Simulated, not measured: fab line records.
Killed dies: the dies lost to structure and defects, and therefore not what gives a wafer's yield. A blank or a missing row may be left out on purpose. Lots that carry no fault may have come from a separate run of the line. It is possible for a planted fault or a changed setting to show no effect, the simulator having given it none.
A struck lot beside a sound one || flow n5 finfet || 19 out of 1938 route steps
Sound: these wafers, L435.2, L435.3, L435.5. Wafers struck: L441.2, L441.4, L441.6. At the end, the cause is stated.
Order at every step that has rows: each side's tool, ch and its chambers, its first start. Under that, the readings that differ: sound wafers || struck wafers || difference of the means || sigmas: that difference in standard deviations of wafers without a fault.
alike: readings with means less than 2 such deviations apart, plus words and numbers identical on both sides. not compared: withheld readings, readings lacking a value on some wafer, bounds such as >300 that could conceal the same value, and numbers that have no deviation in the record and whose values overlap.
A row with sigmas, a row that says differs or no value, or rows on one side alone: a step with any of these is where the two part. When numbers do not overlap yet have no deviation, they are printed without sigmas and do not part them. A reading missing from all wafers of one side parts the sides only when that side holds two or more wafers.

N5_ILD0_THK_MEAS_08:
  struck on film metro-02, day 5 02:49; sound on film metro-02, day 3 15:17
  alike: thk nm
then, 1 step without rows for these wafers: N5_ILD0_PRECLEAN_10 (cleans in NF3:NH3, afs cycles 5, time 20 s, sublimation time 60 s).
N5_ILD0_ALD_15: deposits SiNx, target thk 24 nm, pulse time 1 s, ald cycles 480.
  sound on ald sin-03 ch 0,3, day 3 15:59; struck on ald sin-01 ch 1,2, day 5 03:32
  alike: heater power w, precursor pulse height rel, susceptor temp C
N5_ILD0_CMP_12: polishes SiNx, stops on poly-Si, t overpolish 6 s, target thk 17.67 nm.
  sound on cmp-03 ch 2,3, day 3 18:14; struck on cmp-01 ch 1,2, day 5 05:44
{"reading": "motor current A (A)", "sound": "10.3 9.7 10.4", "struck": "9.5 6.8 7.2", "difference": -2.3, "sigmas": -2}
  alike: overpolish run s, time to endpoint s
N5_ILD0_THK_MEAS_13:
  struck on film metro-01, day 5 06:02; sound on film metro-01, day 3 18:29
  alike: thk nm
N5_ILD0_INSPECT_06: inspects for defects (darkfield).
  struck on defect inspect-01, day 5 06:03; sound on defect inspect-02, day 3 18:31
{"reading": "raw defect count", "sound": "32 63 30", "struck": "71 117 66", "difference": "+43", "sigmas": "+2"}
N5_SDB_HM_DEP_00: deposits SiNx from SiH4/NH3/N2, target thk 40 nm, time 35.3 s.
  sound on pecvd-02 ch 1,2, day 3 18:33; struck on pecvd-02 ch 0,1,2, day 5 06:05
  alike: heater power w, showerhead plenum p Torr, susceptor temp C, throttle valve pct
then, 5 steps without rows for these wafers: N5_SDB_COAT_03 (time 60 s, resist thk 100 nm); N5_SDB_COAT_04 (time 60 s, resist thk 18 nm); N5_SDB_COAT_05 (resist thk 90 nm); N5_SDB_EBR_07; N5_SDB_SOFTBAKE_06 (time 60 s).
N5_SDB_EXPOSE_08: exposes mask SDB.
  sound on arfi scanner-01 ch 0, day 3 18:46; struck on arfi scanner-03 ch 0, day 5 06:17
{"reading": "model.SDB.overlay x nm (nm)", "sound": "0.2 0.2 0.2", "struck": "5.4 5.4 5.4", "difference": "+5.2", "sigmas": ""}
  alike: mask
then, 2 steps without rows for these wafers: N5_SDB_PEB_09 (peb time 60 s); N5_SDB_DEVELOP_10 (develop time 30 s).
N5_SDB_CD_MEAS_11 targets a cd of 50 nm.
  sound on cd sem-01 ch 0, day 3 18:53; struck on cd sem-03 ch 0, day 5 06:25
  alike: cd nm
N5_SDB_OVL_MEAS_12:
  sound on overlay-02 ch 0, day 3 18:55; struck on overlay-02 ch 0, day 5 06:26
{"reading": "SDB_OVL (nm)", "sound": "0.2 -0.2 1.3", "struck": "4.6 5.2 4.9", "difference": "+4.5", "sigmas": "+6"}
N5_SDB_INSPECT_13: inspects for defects (brightfield).
  struck on defect inspect-02, day 5 06:28; sound on defect inspect-01, day 3 18:56
  alike: raw defect count
-- the record jumps here: 9 days lie between the struck wafers' starts before and after (it left off in module SDB and takes up again in module PASSIVATION, whose first step shown is number 1936 of the route) --
N5_PASSIVATION_PROBE_49:
  only the struck wafers here have rows in the record (prober-01, day 14 15:13); the sound ones have none

WHERE THEY PART
Earliest at N5_ILD0_CMP_12; latest, in this record, at N5_PASSIVATION_PROBE_49.

WHY: what had been put in by the simulator
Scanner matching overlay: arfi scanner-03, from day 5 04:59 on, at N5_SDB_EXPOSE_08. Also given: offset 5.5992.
